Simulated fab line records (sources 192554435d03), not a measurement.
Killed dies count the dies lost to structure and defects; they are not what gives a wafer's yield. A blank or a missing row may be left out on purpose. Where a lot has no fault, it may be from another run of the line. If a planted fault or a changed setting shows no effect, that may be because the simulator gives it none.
Chamber matching + flow n5_finfet + N5_BEOL_M4_ETCH_63 on rie_diel-03: 4 sister chambers
The step etches SiARC in CF4, target depth 15.6 nm, time 26 s. 20 wafers are shown with their chamber, then 10 later ones without.

== WAFERS, EACH WITH ITS CHAMBER ==
| wafer  | chamber | throttle_valve_pct (%) | drypump_motor_current_A (A) | showerhead_plenum_p_Torr (Torr) |
|--------|---------|------------------------|-----------------------------|---------------------------------|
| L075.2 | 2       | 15.04                  | 5.6                         | 2.17                            |
| L075.5 | 3       | 16.02                  | 5.4                         | 2.09                            |
| L075.6 | 0       | 15.84                  | 6.3                         | 2.14                            |
| L077.1 | 2       | 15.06                  | 5.6                         | 2.17                            |
| L077.4 | 1       | 15.36                  | 5.1                         | 2.17                            |
| L077.5 | 3       | 16.01                  | 5.4                         | 2.09                            |
| L080.2 | 3       | 16.01                  | 5.4                         | 2.09                            |
| L080.4 | 1       | 15.38                  | 5.1                         | 2.17                            |
| L080.5 | 1       | 15.37                  | 5.1                         | 2.17                            |
| L086.3 | 0       | 15.88                  | 6.4                         | 2.13                            |
| L086.4 | 1       | 15.39                  | 5.1                         | 2.16                            |
| L086.6 | 0       | 15.87                  | 6.4                         | 2.13                            |
| L088.1 | 2       | 15.10                  | 5.6                         | 2.16                            |
| L088.4 | 1       | 15.40                  | 5.1                         | 2.16                            |
| L088.5 | 2       | 15.09                  | 5.7                         | 2.16                            |
| L089.2 | 1       | 15.41                  | 5.1                         | 2.16                            |
| L089.4 | 2       | 15.12                  | 5.7                         | 2.16                            |
| L089.6 | 0       | 15.88                  | 6.4                         | 2.13                            |
| L091.1 | 0       | 15.90                  | 6.4                         | 2.13                            |
| L091.3 | 2       | 15.10                  | 5.6                         | 2.16                            |

SIGNATURES (averages over the wafers above)
| reading                  | chamber 0 | chamber 1 | chamber 2 | chamber 3 | scatter within a chamber |
|--------------------------|-----------|-----------|-----------|-----------|--------------------------|
| throttle_valve_pct       | 15.8740   | 15.3850   | 15.0850   | 16.0133   | 0.0225                   |
| drypump_motor_current_A  | 6.380     | 5.100     | 5.633     | 5.400     | 0.0365                   |
| showerhead_plenum_p_Torr | 2.1320    | 2.1650    | 2.1633    | 2.0900    | 0.00477                  |
Rule: a wafer lies at a distance from a chamber equal to the root of the sum of squares, over the readings, of (its reading less the chamber's mean, divided by the reading's scatter). If the next closest chamber is less than 2 further off than the closest, the wafer can't be placed; otherwise it belongs to the closest. The scatter: take each reading less its chamber's mean, square it, sum over the shown wafers, divide by the number of wafers less the number of chambers, and take the root.

== WAFERS WITHOUT THEIR CHAMBER ==
| wafer  | throttle_valve_pct (%) | drypump_motor_current_A (A) | showerhead_plenum_p_Torr (Torr) |
|--------|------------------------|-----------------------------|---------------------------------|
| L091.6 | 15.53                  | 5.4                         | 2.09                            |
| L092.2 | 15.54                  | 5.4                         | 2.09                            |
| L092.4 | 15.91                  | 6.4                         | 2.13                            |
| L092.5 | 15.11                  | 5.6                         | 2.16                            |
| L096.2 | 15.12                  | 5.6                         | 2.16                            |
| L096.3 | 15.55                  | 5.4                         | 2.08                            |
| L096.5 | 15.12                  | 5.6                         | 2.16                            |
| L097.1 | 15.56                  | 5.4                         | 2.08                            |
| L097.2 | 15.92                  | 6.3                         | 2.12                            |
| L097.3 | 15.44                  | 5.1                         | 2.16                            |

== THE CHAMBER EACH PASSED THROUGH ==
| wafer  | from the rows above     | in truth                   |
|--------|-------------------------|----------------------------|
| L091.6 | 1                       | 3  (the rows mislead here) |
| L092.2 | 1                       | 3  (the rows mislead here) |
| L092.4 | 0                       | 0                          |
| L092.5 | 2                       | 2                          |
| L096.2 | 2                       | 2                          |
| L096.3 | can't be placed: 3 or 1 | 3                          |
| L096.5 | 2                       | 2                          |
| L097.1 | can't be placed: 3 or 1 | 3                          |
| L097.2 | 0                       | 0                          |
| L097.3 | 1                       | 1                          |
Correct placement for 6 of the 10. From these rows, 2 cannot be placed; in 2 the true chamber is one of the candidates. 2 placed wrongly.
